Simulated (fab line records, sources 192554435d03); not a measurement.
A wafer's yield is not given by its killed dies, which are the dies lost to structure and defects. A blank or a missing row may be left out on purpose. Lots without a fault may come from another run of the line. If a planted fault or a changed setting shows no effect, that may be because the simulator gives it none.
fab line records	flow n5Finfet
[record] lots = 24	wafers = 72	lastDay = 18
route steps=1938 shown BEOL_M1@821 BEOL_M2@863
lots that met no fault: from a run of the same line without faults
startH: start of the lot's first displayed wafer, in hours after the record's first day	waitH: hours since the lot's step before	" unchanged from the row above	L1.1+2: several wafers, shown together as one row	- no value present, or no start provided	* or withheld: withheld	< > ~ a bound
route shown NAME@n: names a module that has steps shown in the file, with the first one's number in the route	usual: mean/standard deviation of fault-free wafers	same: alike in all rows	chamber/n: place in a boat	sites: per-site readings	_std_site: their standard deviation	_edge_site: outer sites' mean less inner sites'	radiusMm: how far each site lies from the wafer's centre	mask NAME#n: copy n	behind: the last tool/chamber to shape the wafer	hold: why the lot was held/for how many hours/how that ended	device: transistor that didn't switch, given as n, p or np	end of line: tests run on the same wafers once the route is complete	a step without rows: its recipe alone	killed: not the wafer's yield, but the dies lost to structure and defects at the first sort	map: a wafer's dies, marking killed ones x, the rest . and places with no die _
set.NAME: the setting as run; set.NAME@STEP: as run at that earlier step	model.NAME: the simulator's own value behind a step, which no gauge read
one table for each step of the route and one row for each wafer, over a sample of lots
services: when a tool's chamber went out of use (startH, in hours from the record's first day, below 0 if earlier), for how many hours, and the reason
[[steps]]
[step N5_BEOL_M1_ANNEAL_87]
[recipe] tempC = 400	timeS = 240	ambient = vacuum
[usual] heaterPowerW = 821/75
[same] timeS = 240
lot.wafer	tool	chamber	startH	waitH	heaterPowerW
L074.3	pvdSputter-03	-	125.20	0.0	1009
L074.4	"	-	"	"	760
L074.6	"	-	"	"	772
L075.1	pvdSputter-03	-	139.99	0.0	775
L075.3	"	-	"	"	1013
L075.5	"	-	"	"	877
L076.3	pvdSputter-01	-	149.54	0.0	790
L076.5	"	-	"	"	860
L076.6	"	-	"	"	872
L077.1	pvdSputter-02	-	152.20	0.0	866
L077.2	"	-	"	"	787
L077.6	"	-	"	"	769
L078.3	pvdSputter-02	-	160.94	0.0	822
L078.5	"	-	"	"	875
L078.6	"	-	"	"	827
L079.2	pvdSputter-01	-	177.20	0.0	834
L079.3	"	-	"	"	785
L079.6	"	-	"	"	823
L080.1	pvdSputter-03	-	177.59	0.0	870
L080.2	"	-	"	"	1008
L080.3	"	-	"	"	747
L081.1	pvdSputter-02	-	178.32	0.0	780
L081.3	"	-	"	"	844
L081.6	"	-	"	"	860
L082.4	pvdSputter-02	-	181.06	0.0	819
L082.5	"	-	"	"	834
L082.6	"	-	"	"	789
L083.3	pvdSputter-01	-	184.12	0.0	773
L083.4	"	-	"	"	874
L083.6	"	-	"	"	880
L084.1	pvdSputter-01	-	194.09	0.0	755
L084.4	"	-	"	"	778
L084.6	"	-	"	"	798
L085.2	pvdSputter-01	-	196.39	0.0	739
L085.3	"	-	"	"	882
L085.4	"	-	"	"	782
L086.1	pvdSputter-01	-	210.73	0.0	784
L086.2	"	-	"	"	838
L086.3	"	-	"	"	891
L087.1	pvdSputter-01	-	212.57	0.0	757
L087.4	"	-	"	"	894
L087.5	"	-	"	"	847
L088.1	pvdSputter-03	-	217.20	0.0	751
L088.3	"	-	"	"	776
L088.6	"	-	"	"	767
L089.3	pvdSputter-03	-	221.30	0.0	765
L089.4	"	-	"	"	1008
L089.6	"	-	"	"	794
L090.2	pvdSputter-01	-	222.72	0.0	885
L090.4	"	-	"	"	742
L090.6	"	-	"	"	888
L093.2	pvdSputter-02	-	239.39	0.0	810
L093.4	"	-	"	"	717
L093.5	"	-	"	"	687
L091.2	pvdSputter-02	-	247.59	0.0	717
L091.4	"	-	"	"	853
L091.5	"	-	"	"	876
L094.3	pvdSputter-02	-	249.73	0.0	795
L094.4	"	-	"	"	697
L094.5	"	-	"	"	712
L095.2	pvdSputter-01	-	260.95	0.0	897
L095.3	"	-	"	"	854
L095.5	"	-	"	"	903
L092.1	pvdSputter-03	-	261.20	0.0	1026
L092.2	"	-	"	"	776
L092.5	"	-	"	"	784
L096.2	pvdSputter-01	-	263.62	0.0	742
L096.4	"	-	"	"	900
L096.6	"	-	"	"	882
L097.2	pvdSputter-01	-	268.36	0.0	889
L097.3	"	-	"	"	775
L097.5	"	-	"	"	852
[step N5_BEOL_M2_STRIP_66]
[recipe] chemistry = CF4	resist = SiARC	powerW = 300	biasPowerW = 75	pressureMtorr = 50	cf4FlowSccm = 150	rfFrequencyHz = 6e+07
[usual] cf4FlowSccm = 150.0/0.45	drypumpMotorCurrentA = 5.7/0.46	oesProductAu = 0.79/0.059	rfVppV = 270.8/1.4	showerheadPlenumPTorr = 1.78/0.047	throttleValvePct = 13.54/0.15
lot.wafer	tool	chamber	startH	waitH	cf4FlowSccm	drypumpMotorCurrentA	oesProductAu	rfHoursCounterH	rfVppV	showerheadPlenumPTorr	throttleValvePct
L074.3	rieDiel-02	1	130.61	0.0	149.8	6.2	0.76	124	269.5	1.73	13.66
L074.4	"	1	"	"	149.3	6.1	0.76	-	268.8	1.73	13.65
L074.6	"	2	"	"	150.0	5.7	0.89	-	269.6	1.76	13.53
L075.1	rieDiel-04	0	144.95	0.0	150.7	6.1	0.89	24	269.3	1.78	13.48
L075.3	"	3	"	"	150.3	5.5	0.85	40	271.6	1.82	13.44
L075.5	"	0	"	"	150.2	6.1	0.88	-	271.2	1.78	13.47
L076.3	rieDiel-01	3	154.25	0.0	150.7	6.1	0.78	104	270.6	1.73	13.45
L076.5	"	0	"	"	150.3	6.2	0.84	-	268.5	1.77	13.59
L076.6	"	3	"	"	151.0	6.2	0.77	-	270.8	1.73	13.45
L077.1	rieDiel-04	1	158.18	0.0	149.4	5.4	0.76	132	268.8	1.73	13.58
L077.2	"	2	"	"	150.0	4.7	0.88	35	271.3	1.82	13.27
L077.6	"	1	"	"	150.1	5.4	0.77	-	269.4	1.73	13.57
L078.3	rieDiel-01	2	165.87	0.0	150.0	5.6	0.76	122	272.5	1.80	13.54
L078.5	"	2	"	"	149.5	5.6	0.76	-	272.2	1.80	13.54
L078.6	"	0	"	"	149.8	6.3	0.82	-	271.1	1.76	13.60
L079.2	rieDiel-02	2	181.00	0.0	150.4	5.7	0.86	49	271.1	1.75	13.60
L079.3	"	1	"	"	150.5	6.1	0.75	142	268.0	1.73	13.70
L079.6	"	0	"	"	149.4	5.2	0.70	-	271.7	1.79	13.75
L080.1	rieDiel-04	3	181.50	0.0	150.3	5.5	0.84	52	272.0	1.82	13.47
L080.2	"	1	"	"	151.3	5.4	0.76	140	269.9	1.73	13.56
L080.3	"	2	"	"	150.0	4.7	0.87	42	273.2	1.82	13.29
L081.1	rieDiel-02	2	182.37	0.0	149.9	5.7	0.86	49	270.2	1.75	13.60
L081.3	"	3	"	"	149.8	5.9	0.75	137	272.1	1.86	13.29
L081.6	"	2	"	"	150.1	5.7	0.86	-	270.9	1.75	13.59
L082.4	rieDiel-04	1	185.88	0.0	149.7	5.4	0.75	141	268.9	1.73	13.59
L082.5	"	3	"	"	150.2	5.5	0.83	-	271.4	1.82	13.45
L082.6	"	0	"	"	150.7	6.1	0.85	-	269.4	1.77	13.50
L083.3	rieDiel-04	3	189.25	0.0	149.5	5.5	0.83	55	272.1	1.82	13.46
L083.4	"	1	"	"	150.3	5.4	0.75	142	269.3	1.73	13.58
L083.6	"	0	"	"	150.1	6.1	0.85	-	271.4	1.77	13.49
L084.1	rieDiel-01	3	198.08	0.0	150.6	6.2	0.76	121	270.0	1.73	13.49
L084.4	"	2	"	"	150.0	5.6	0.75	134	270.7	1.80	13.55
L084.6	"	3	"	"	150.1	6.2	0.77	-	269.4	1.73	13.50
L085.2	rieDiel-02	0	199.99	0.0	149.8	5.2	0.70	203	270.8	1.78	13.76
L085.3	"	3	"	"	149.7	5.9	0.74	143	272.2	1.86	13.31
L085.4	"	2	"	"	149.7	5.7	0.85	55	268.7	1.75	13.64
L086.1	rieDiel-02	1	215.38	0.0	150.3	6.1	0.74	156	268.4	1.72	13.72
L086.2	"	3	"	"	150.3	5.9	0.75	148	271.7	1.86	13.31
L086.3	"	0	"	"	150.7	5.2	0.69	209	270.9	1.78	13.76
L087.1	rieDiel-04	3	217.64	0.0	149.8	5.5	0.82	59	271.4	1.82	13.49
L087.4	"	0	"	"	149.8	6.1	0.83	53	270.2	1.77	13.55
L087.5	"	1	"	"	149.7	5.4	0.75	-	269.1	1.73	13.62
L088.1	rieDiel-01	3	222.23	0.0	149.6	6.2	0.76	130	270.1	1.72	13.50
L088.3	"	2	"	"	150.2	5.6	0.74	143	272.2	1.79	13.59
L088.6	"	1	"	"	149.8	5.0	0.89	-	273.4	1.89	13.31
L089.3	rieDiel-01	0	224.96	0.0	149.8	6.2	0.80	83	271.0	1.76	13.65
L089.4	"	1	"	"	149.0	5.0	0.89	14	272.4	1.89	13.30
L089.6	"	3	"	"	149.3	6.1	0.76	-	268.6	1.72	13.51
L090.2	rieDiel-01	3	228.15	0.0	150.5	6.2	0.76	132	271.9	1.72	13.52
L090.4	"	0	"	"	149.5	6.2	0.80	84	270.5	1.76	13.66
L090.6	"	2	"	"	150.1	5.6	0.74	-	271.9	1.79	13.58
L093.2	rieDiel-04	1	242.79	0.0	150.2	5.4	0.74	163	268.4	1.73	13.63
L093.4	"	0	"	"	149.4	6.1	0.82	64	271.3	1.77	13.57
L093.5	"	2	"	"	150.0	4.7	0.83	-	271.8	1.82	13.34
L091.2	rieDiel-02	1	251.36	0.0	150.8	6.1	0.73	168	269.3	1.72	13.76
L091.4	"	3	"	"	149.8	5.9	0.73	162	272.3	1.86	13.34
L091.5	"	3	"	"	149.7	5.9	0.73	-	273.1	1.86	13.34
L094.3	rieDiel-04	3	254.84	0.0	150.2	5.5	0.82	74	271.4	1.81	13.53
L094.4	"	2	"	"	149.8	4.7	0.83	72	270.2	1.81	13.37
L094.5	"	0	"	"	150.2	6.1	0.82	-	269.6	1.76	13.59
L095.2	rieDiel-04	0	265.71	0.0	150.5	6.1	0.80	72	269.8	1.76	13.58
L095.3	"	3	"	"	149.4	5.5	0.80	78	271.4	1.81	13.51
L095.5	"	3	"	"	150.6	5.5	0.81	-	271.8	1.81	13.54
L092.1	rieDiel-02	1	265.94	0.0	149.5	6.1	0.72	173	269.7	1.72	13.77
L092.2	"	2	"	"	149.6	5.7	0.82	78	269.3	1.74	13.67
L092.5	"	0	"	"	150.1	5.2	0.68	-	273.0	1.78	13.81
L096.2	rieDiel-02	1	268.63	0.0	150.1	6.1	0.72	174	270.1	1.72	13.77
L096.4	"	2	"	"	149.5	5.7	0.82	79	270.8	1.74	13.67
L096.6	"	2	"	"	149.7	5.7	0.82	-	269.7	1.74	13.64
L097.2	rieDiel-04	0	271.79	0.0	150.3	6.1	0.81	74	272.1	1.76	13.59
L097.3	"	1	"	"	149.8	5.4	0.73	174	269.1	1.72	13.66
L097.5	"	2	"	"	150.1	4.7	0.83	-	270.9	1.81	13.37
[step N5_BEOL_M2_OVL_MEAS_29]
[recipe] pointsPerWafer = 522
[usual] V1_OVL = 0.4/0.77
lot.wafer	tool	chamber	startH	waitH	V1_OVL[nm]
L074.3	overlay-01	0	131.28	0.0	-1.1
L074.4	"	0	"	"	0.5
L074.6	"	0	"	"	0.5
L075.1	overlay-01	0	145.88	0.0	-0.4
L075.3	"	0	"	"	0.5
L075.5	"	0	"	"	0.3
L076.3	overlay-02	0	154.85	0.0	0.5
L076.5	"	0	"	"	1.2
L076.6	"	0	"	"	1.0
L077.1	overlay-01	0	159.04	0.0	0.9
L077.2	"	0	"	"	-0.2
L077.6	"	0	"	"	0.2
L078.3	overlay-01	0	166.58	0.0	0.4
L078.5	"	0	"	"	0.9
L078.6	"	0	"	"	0.2
L079.2	overlay-01	0	181.59	0.0	0.1
L079.3	"	0	"	"	-0.6
L079.6	"	0	"	"	-0.4
L080.1	overlay-01	0	182.20	0.0	-0.7
L080.2	"	0	"	"	-0.8
L080.3	"	0	"	"	-0.5
L081.1	overlay-01	0	183.08	0.0	0.8
L081.3	"	0	"	"	1.2
L081.6	"	0	"	"	-0.2
L082.4	overlay-01	0	186.75	0.0	0.8
L082.5	"	0	"	"	-0.8
L082.6	"	0	"	"	-0.2
L083.3	overlay-02	0	190.05	0.0	0.8
L083.4	"	0	"	"	0.3
L083.6	"	0	"	"	-0.3
L084.1	overlay-02	0	198.65	0.0	1.2
L084.4	"	0	"	"	0.5
L084.6	"	0	"	"	1.3
L085.2	overlay-02	0	200.57	0.0	-0.6
L085.3	"	0	"	"	0.7
L085.4	"	0	"	"	0.6
L086.1	overlay-02	0	215.95	0.0	0.5
L086.2	"	0	"	"	1.5
L086.3	"	0	"	"	0.4
L087.1	overlay-02	0	218.21	0.0	1.1
L087.4	"	0	"	"	0.6
L087.5	"	0	"	"	1.7
L088.1	overlay-02	0	222.98	0.0	-0.4
L088.3	"	0	"	"	0.7
L088.6	"	0	"	"	1.0
L089.3	overlay-02	0	225.68	0.0	0.9
L089.4	"	0	"	"	1.0
L089.6	"	0	"	"	2.7
L090.2	overlay-02	0	228.86	0.0	0.9
L090.4	"	0	"	"	0.9
L090.6	"	0	"	"	1.0
L093.2	overlay-02	0	243.50	0.0	-1.1
L093.4	"	0	"	"	-0.7
L093.5	"	0	"	"	0.9
L091.2	overlay-02	0	251.96	0.0	0.7
L091.4	"	0	"	"	0.2
L091.5	"	0	"	"	-0.3
L094.3	overlay-02	0	255.54	0.0	1.9
L094.4	"	0	"	"	1.4
L094.5	"	0	"	"	1.1
L095.2	overlay-01	0	266.51	0.0	0.5
L095.3	"	0	"	"	0.4
L095.5	"	0	"	"	1.2
L092.1	overlay-01	0	266.56	0.0	-1.0
L092.2	"	0	"	"	0.9
L092.5	"	0	"	"	-0.5
L096.2	overlay-02	0	269.23	0.0	0.8
L096.4	"	0	"	"	0.4
L096.6	"	0	"	"	1.1
L097.2	overlay-02	0	272.49	0.0	-0.6
L097.3	"	0	"	"	-0.9
L097.5	"	0	"	"	-0.1
[step N5_BEOL_M2_STRIP_97]
[recipe] chemistry = N2/H2	timeS = 10	powerW = 450	tempC = 40	pressureMtorr = 20	rfFrequencyHz = 6e+07	biasPowerW = 7	n2FlowSccm = 200	h2FlowSccm = 200
[usual] drypumpMotorCurrentA = 5.7/0.47	oesProductAu = 0.80/0.066	rfVppV = 59.0/0.81	showerheadPlenumPTorr = 2.52/0.087	throttleValvePct = 23.6/0.35
[same] timeS = 10
lot.wafer	tool	chamber	startH	waitH	drypumpMotorCurrentA	oesProductAu	rfHoursCounterH	rfVppV	showerheadPlenumPTorr	throttleValvePct
L074.3	rieDiel-04	2	-	-	4.7	0.91	28	59.8	2.59	23.3
L074.4	"	1	"	"	5.4	0.76	125	57.8	2.46	24.2
L074.6	"	1	"	"	5.4	0.77	-	59.9	2.46	24.2
L075.1	rieDiel-02	1	-	-	6.1	0.77	131	59.6	2.42	23.4
L075.3	"	0	"	"	5.3	0.71	183	59.4	2.53	23.8
L075.5	"	0	"	"	5.2	0.71	-	60.2	2.53	23.8
L076.3	rieDiel-01	1	-	-	5.0	0.67	248	59.6	2.38	23.7
L076.5	"	2	"	"	5.6	0.78	-	58.0	2.56	23.9
L076.6	"	1	"	"	5.0	0.68	-	59.6	2.38	23.7
L077.1	rieDiel-02	1	-	-	6.2	0.76	137	58.7	2.42	23.4
L077.2	"	2	"	"	5.7	0.88	44	59.7	2.49	24.3
L077.6	"	3	"	"	5.9	0.77	-	59.0	2.66	23.3
L078.3	rieDiel-04	1	-	-	5.4	0.76	135	59.7	2.46	24.2
L078.5	"	1	"	"	5.4	0.76	-	58.9	2.46	24.2
L078.6	"	2	"	"	4.7	0.88	-	60.4	2.59	23.3
L079.2	rieDiel-01	1	-	-	5.1	0.98	0	59.2	2.70	23.4
L079.3	"	2	"	"	5.6	0.78	130	60.2	2.56	23.9
L079.6	"	2	"	"	5.6	0.77	-	58.9	2.56	23.9
L080.1	rieDiel-04	3	-	-	5.5	0.83	55	59.9	2.56	23.4
L080.2	"	1	"	"	5.4	0.75	142	57.7	2.46	24.2
L080.3	"	0	"	"	6.1	0.88	39	59.0	2.47	23.4
L081.1	rieDiel-01	1	-	-	5.0	0.95	1	58.5	2.70	23.4
L081.3	"	0	"	"	6.2	0.83	69	58.6	2.45	23.4
L081.6	"	0	"	"	6.2	0.83	-	58.8	2.45	23.4
L082.4	rieDiel-02	2	-	-	5.7	0.88	51	56.9	2.49	24.3
L082.5	"	2	"	"	5.7	0.87	-	58.3	2.49	24.3
L082.6	"	3	"	"	5.9	0.76	-	60.0	2.66	23.3
L083.3	rieDiel-01	1	-	-	5.0	0.94	4	60.1	2.70	23.4
L083.4	"	3	"	"	6.2	0.78	120	59.2	2.45	23.5
L083.6	"	0	"	"	6.3	0.82	-	59.3	2.45	23.4
L084.1	rieDiel-04	1	-	-	5.3	0.74	146	57.9	2.45	24.2
L084.4	"	2	"	"	4.7	0.87	-	60.7	2.58	23.3
L084.6	"	0	"	"	6.1	0.86	-	59.1	2.47	23.4
L085.2	rieDiel-01	2	-	-	5.6	0.77	137	60.2	2.56	23.9
L085.3	"	1	"	"	5.0	0.94	8	59.6	2.70	23.4
L085.4	"	3	"	"	6.2	0.78	123	59.2	2.45	23.5
L086.1	rieDiel-02	2	-	-	5.7	0.85	62	59.3	2.49	24.3
L086.2	"	1	"	"	6.2	0.75	156	59.5	2.41	23.4
L086.3	"	0	"	"	5.2	0.69	209	58.6	2.51	23.8
L087.1	rieDiel-01	3	-	-	6.2	0.76	129	59.0	2.44	23.5
L087.4	"	2	"	"	5.7	0.76	142	59.3	2.55	23.9
L087.5	"	3	"	"	6.2	0.77	-	59.1	2.44	23.5
L088.1	rieDiel-01	3	-	-	6.2	0.76	134	58.1	2.44	23.5
L088.3	"	0	"	"	6.2	0.81	85	58.9	2.45	23.4
L088.6	"	0	"	"	6.3	0.81	-	59.4	2.45	23.4
L089.3	rieDiel-02	3	-	-	5.9	0.75	157	58.1	2.65	23.3
L089.4	"	2	"	"	5.7	0.86	67	57.4	2.48	24.3
L089.6	"	2	"	"	5.7	0.86	-	59.7	2.48	24.3
L090.2	rieDiel-02	1	-	-	6.2	0.74	165	58.9	2.41	23.4
L090.4	"	0	"	"	5.2	0.68	218	59.8	2.51	23.8
L090.6	"	2	"	"	5.7	0.86	-	59.7	2.48	24.3
L093.2	rieDiel-02	3	-	-	5.9	0.75	160	59.4	2.65	23.3
L093.4	"	0	"	"	5.2	0.68	220	60.3	2.51	23.8
L093.5	"	3	"	"	5.9	0.74	-	60.3	2.65	23.3
L091.2	rieDiel-01	3	-	-	6.2	0.75	143	58.5	2.44	23.5
L091.4	"	3	"	"	6.2	0.75	-	58.9	2.44	23.5
L091.5	"	0	"	"	6.2	0.80	-	58.9	2.44	23.4
L094.3	rieDiel-04	0	-	-	6.1	0.83	71	57.8	2.46	23.5
L094.4	"	3	"	"	5.5	0.81	77	58.6	2.55	23.4
L094.5	"	2	"	"	4.7	0.84	-	59.6	2.57	23.3
L095.2	rieDiel-01	1	-	-	5.0	0.88	32	60.3	2.69	23.5
L095.3	"	0	"	"	6.2	0.79	99	59.2	2.44	23.4
L095.5	"	2	"	"	5.6	0.75	-	58.4	2.55	23.9
L092.1	rieDiel-02	3	-	-	5.9	0.73	169	59.5	2.64	23.3
L092.2	"	1	"	"	6.2	0.74	174	58.4	2.41	23.4
L092.5	"	2	"	"	5.7	0.84	-	59.3	2.48	24.4
L096.2	rieDiel-04	0	-	-	6.2	0.83	74	59.7	2.46	23.5
L096.4	"	3	"	"	5.5	0.81	80	58.8	2.55	23.4
L096.6	"	0	"	"	6.2	0.82	-	58.6	2.46	23.5
L097.2	rieDiel-04	2	-	-	4.7	0.83	79	58.7	2.57	23.3
L097.3	"	1	"	"	5.4	0.72	174	57.7	2.44	24.3
L097.5	"	1	"	"	5.4	0.73	-	58.0	2.44	24.3
[step N5_BEOL_M2_ANNEAL_87]
[recipe] tempC = 400	timeS = 240	ambient = vacuum
[usual] heaterPowerW = 828/87
[same] timeS = 240
lot.wafer	tool	chamber	startH	waitH	heaterPowerW
L074.3	pvdSputter-03	-	141.87	0.0	745
L074.4	"	-	"	"	766
L074.6	"	-	"	"	774
L075.1	pvdSputter-03	-	150.64	0.0	890
L075.3	"	-	"	"	1021
L075.5	"	-	"	"	1026
L076.3	pvdSputter-01	-	159.46	0.0	901
L076.5	"	-	"	"	796
L076.6	"	-	"	"	745
L077.1	pvdSputter-01	-	167.83	0.0	778
L077.2	"	-	"	"	886
L077.6	"	-	"	"	892
L078.3	pvdSputter-03	-	171.45	0.0	802
L078.5	"	-	"	"	784
L078.6	"	-	"	"	734
L079.2	pvdSputter-03	-	187.14	0.0	869
L079.3	"	-	"	"	772
L079.6	"	-	"	"	875
L080.1	pvdSputter-02	-	190.42	0.0	776
L080.2	"	-	"	"	854
L080.3	"	-	"	"	708
L081.1	pvdSputter-03	-	190.78	0.0	995
L081.3	"	-	"	"	746
L081.6	"	-	"	"	757
L082.4	pvdSputter-02	-	192.26	0.0	820
L082.5	"	-	"	"	793
L082.6	"	-	"	"	709
L083.3	pvdSputter-03	-	195.35	0.0	768
L083.4	"	-	"	"	863
L083.6	"	-	"	"	1015
L084.1	pvdSputter-03	-	201.71	0.0	767
L084.4	"	-	"	"	1012
L084.6	"	-	"	"	779
L085.2	pvdSputter-03	-	205.49	0.0	758
L085.3	"	-	"	"	891
L085.4	"	-	"	"	1014
L086.1	pvdSputter-02	-	220.03	0.0	815
L086.2	"	-	"	"	790
L086.3	"	-	"	"	690
L087.1	pvdSputter-02	-	222.91	0.0	793
L087.4	"	-	"	"	847
L087.5	"	-	"	"	793
L088.1	pvdSputter-02	-	236.05	0.0	790
L088.3	"	-	"	"	852
L088.6	"	-	"	"	854
L089.3	pvdSputter-03	-	239.75	0.0	1009
L089.4	"	-	"	"	888
L089.6	"	-	"	"	878
L090.2	pvdSputter-02	-	242.58	0.0	728
L090.4	"	-	"	"	849
L090.6	"	-	"	"	797
L093.2	pvdSputter-01	-	249.24	0.0	748
L093.4	"	-	"	"	789
L093.5	"	-	"	"	759
L091.2	pvdSputter-02	-	260.16	0.0	860
L091.4	"	-	"	"	837
L091.5	"	-	"	"	775
L094.3	pvdSputter-02	-	263.88	0.0	802
L094.4	"	-	"	"	795
L094.5	"	-	"	"	833
L095.2	pvdSputter-02	-	269.68	0.0	700
L095.3	"	-	"	"	856
L095.5	"	-	"	"	764
L092.1	pvdSputter-01	-	270.28	0.0	795
L092.2	"	-	"	"	899
L092.5	"	-	"	"	890
L096.2	pvdSputter-02	-	272.54	0.0	865
L096.4	"	-	"	"	797
L096.6	"	-	"	"	804
L097.2	pvdSputter-03	-	275.53	0.0	858
L097.3	"	-	"	"	760
L097.5	"	-	"	"	1011
[step N5_BEOL_M2_ANNEAL_89]
[recipe] tempC = 400	timeS = 240	ambient = vacuum
[usual] heaterPowerW = 826/87
[same] timeS = 240
lot.wafer	tool	chamber	startH	waitH	heaterPowerW
L074.3	pvdSputter-03	-	142.09	0.0	754
L074.4	"	-	"	"	779
L074.6	"	-	"	"	783
L075.1	pvdSputter-03	-	150.86	0.0	873
L075.3	"	-	"	"	1014
L075.5	"	-	"	"	1032
L076.3	pvdSputter-01	-	159.68	0.0	869
L076.5	"	-	"	"	800
L076.6	"	-	"	"	765
L077.1	pvdSputter-01	-	168.05	0.0	792
L077.2	"	-	"	"	877
L077.6	"	-	"	"	886
L078.3	pvdSputter-03	-	171.67	0.0	783
L078.5	"	-	"	"	778
L078.6	"	-	"	"	744
L079.2	pvdSputter-03	-	187.36	0.0	883
L079.3	"	-	"	"	803
L079.6	"	-	"	"	889
L080.1	pvdSputter-02	-	190.64	0.0	766
L080.2	"	-	"	"	830
L080.3	"	-	"	"	689
L081.1	pvdSputter-03	-	191.00	0.0	1021
L081.3	"	-	"	"	729
L081.6	"	-	"	"	739
L082.4	pvdSputter-02	-	192.48	0.0	804
L082.5	"	-	"	"	791
L082.6	"	-	"	"	692
L083.3	pvdSputter-03	-	195.57	0.0	779
L083.4	"	-	"	"	863
L083.6	"	-	"	"	989
L084.1	pvdSputter-03	-	201.93	0.0	741
L084.4	"	-	"	"	1041
L084.6	"	-	"	"	802
L085.2	pvdSputter-03	-	205.71	0.0	778
L085.3	"	-	"	"	887
L085.4	"	-	"	"	1004
L086.1	pvdSputter-02	-	220.25	0.0	821
L086.2	"	-	"	"	779
L086.3	"	-	"	"	709
L087.1	pvdSputter-02	-	223.13	0.0	778
L087.4	"	-	"	"	865
L087.5	"	-	"	"	801
L088.1	pvdSputter-02	-	236.27	0.0	792
L088.3	"	-	"	"	867
L088.6	"	-	"	"	871
L089.3	pvdSputter-03	-	239.97	0.0	1011
L089.4	"	-	"	"	902
L089.6	"	-	"	"	883
L090.2	pvdSputter-02	-	242.80	0.0	701
L090.4	"	-	"	"	854
L090.6	"	-	"	"	776
L093.2	pvdSputter-01	-	249.46	0.0	763
L093.4	"	-	"	"	785
L093.5	"	-	"	"	758
L091.2	pvdSputter-02	-	260.38	0.0	867
L091.4	"	-	"	"	820
L091.5	"	-	"	"	775
L094.3	pvdSputter-02	-	264.10	0.0	817
L094.4	"	-	"	"	787
L094.5	"	-	"	"	823
L095.2	pvdSputter-02	-	269.90	0.0	704
L095.3	"	-	"	"	845
L095.5	"	-	"	"	776
L092.1	pvdSputter-01	-	270.50	0.0	808
L092.2	"	-	"	"	870
L092.5	"	-	"	"	895
L096.2	pvdSputter-02	-	272.76	0.0	857
L096.4	"	-	"	"	787
L096.6	"	-	"	"	784
L097.2	pvdSputter-03	-	275.75	0.0	860
L097.3	"	-	"	"	749
L097.5	"	-	"	"	1012
[[services]]
tool	chamber	startH	hours	kind
rieDiel-01	3	123.27	6.5	repair
rieDiel-02	0	128.23	12.0	repair
rieDiel-04	-	131.45	0.3	repair
rieDiel-01	1	162.05	-	clean
rieDiel-01	1	162.05	-	consumableReplace:focusRing
rieDiel-01	1	162.05	-	consumableReplace:showerhead
rieDiel-01	1	162.05	22.6	scheduledDown
rieDiel-01	1	162.05	22.6	ventCycle
rieDiel-01	-	196.61	0.9	repair
rieDiel-04	3	198.02	17.3	repair
rieDiel-02	2	220.41	6.5	repair
rieDiel-04	1	221.06	3.8	repair
rieDiel-01	2	231.74	9.0	repair
pvdSputter-01	-	272.12	7.8	repair
[[key]]
fault none
